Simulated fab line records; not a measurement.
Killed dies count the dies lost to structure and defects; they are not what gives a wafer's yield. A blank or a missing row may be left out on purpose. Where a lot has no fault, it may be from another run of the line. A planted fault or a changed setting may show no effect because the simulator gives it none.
Matching of chambers    flow nandHarc    NHARC_A_M0_STRIP_18 on rieDiel-11 has 4 sister chambers
The step strips in N2/H2. 24 wafers are shown with their chamber, then 12 later ones without.

WAFERS WITH THEIR CHAMBER
wafer   chamber  drypumpMotorCurrentA (A)  oesProductAu (a.u.)  throttleValvePct (%)
L076.1  1        4.96                      1.014                14.163
L076.5  1        4.97                      1.018                14.168
L076.6  0        5.73                      0.994                14.175
L078.2  0        5.72                      0.979                14.159
L078.4  1        4.96                      0.999                14.168
L078.5  0        5.71                      0.993                14.167
L077.1  1        4.95                      1.013                14.177
L077.5  2        5.45                      0.996                14.174
L077.6  3        5.48                      0.994                14.165
L080.3  1        4.95                      1.015                14.168
L080.4  0        5.69                      0.988                14.175
L080.6  3        5.45                      0.991                14.159
L081.4  2        5.46                      0.991                14.167
L081.5  1        4.95                      1.010                14.169
L081.6  2        5.46                      0.996                14.171
L085.1  2        5.44                      0.995                14.169
L085.4  0        5.72                      0.995                14.173
L085.5  0        5.69                      0.997                14.174
L087.1  1        4.96                      1.008                14.166
L087.2  0        5.70                      0.991                14.162
L087.3  2        5.45                      0.997                14.172
L090.1  0        5.71                      0.993                14.151
L090.3  1        4.98                      1.014                14.187
L090.4  0        5.70                      0.993                14.164

SIGNATURES, as means of the wafers listed above
reading               chamber 0  chamber 1  chamber 2  chamber 3  scatter within a chamber
drypumpMotorCurrentA  5.7078     4.9600     5.4520     5.4650     0.0124
oesProductAu          0.99144    1.01137    0.99500    0.99250    0.00495
throttleValvePct      14.16667   14.17075   14.17060   14.16200   0.00716
Rule: for a wafer and a chamber, the distance is found by dividing, reading by reading, the gap between the wafer's reading and the chamber's mean by the reading's scatter, squaring, summing and taking the root. The wafer belongs to the nearest chamber; if the next one is less than 2 further off, it can't be placed. The scatter: take each reading less its chamber's mean, square it, sum over the shown wafers, divide by the number of wafers less the number of chambers, and take the root.

WAFERS WITHOUT THEIR CHAMBER
wafer   drypumpMotorCurrentA (A)  oesProductAu (a.u.)  throttleValvePct (%)
L091.1  5.45                      1.009                14.179
L091.3  4.99                      1.012                14.178
L091.5  5.73                      0.993                14.171
L095.1  5.46                      1.021                14.193
L095.3  5.45                      1.008                14.178
L095.4  5.71                      0.991                14.175
L097.1  5.49                      1.035                14.167
L097.5  4.98                      1.000                14.176
L097.6  5.74                      0.984                14.174
L096.1  4.97                      1.011                14.173
L096.2  5.48                      1.010                14.169
L096.3  5.77                      0.989                14.157

CHAMBER TAKEN BY EACH
wafer   from the rows above      in truth
L091.1  can't be placed: 2 or 3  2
L091.3  1                        1
L091.5  0                        0
L095.1  can't be placed: 2 or 3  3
L095.3  can't be placed: 2 or 3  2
L095.4  0                        0
L097.1  can't be placed: 2 or 3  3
L097.5  1                        1
L097.6  0                        0
L096.1  1                        1
L096.2  can't be placed: 2 or 3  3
L096.3  0                        0
7 of 12 placed correctly. Cannot be placed on the basis of these rows: 5; the candidates contain the true chamber in 5. Wrongly placed: 0.
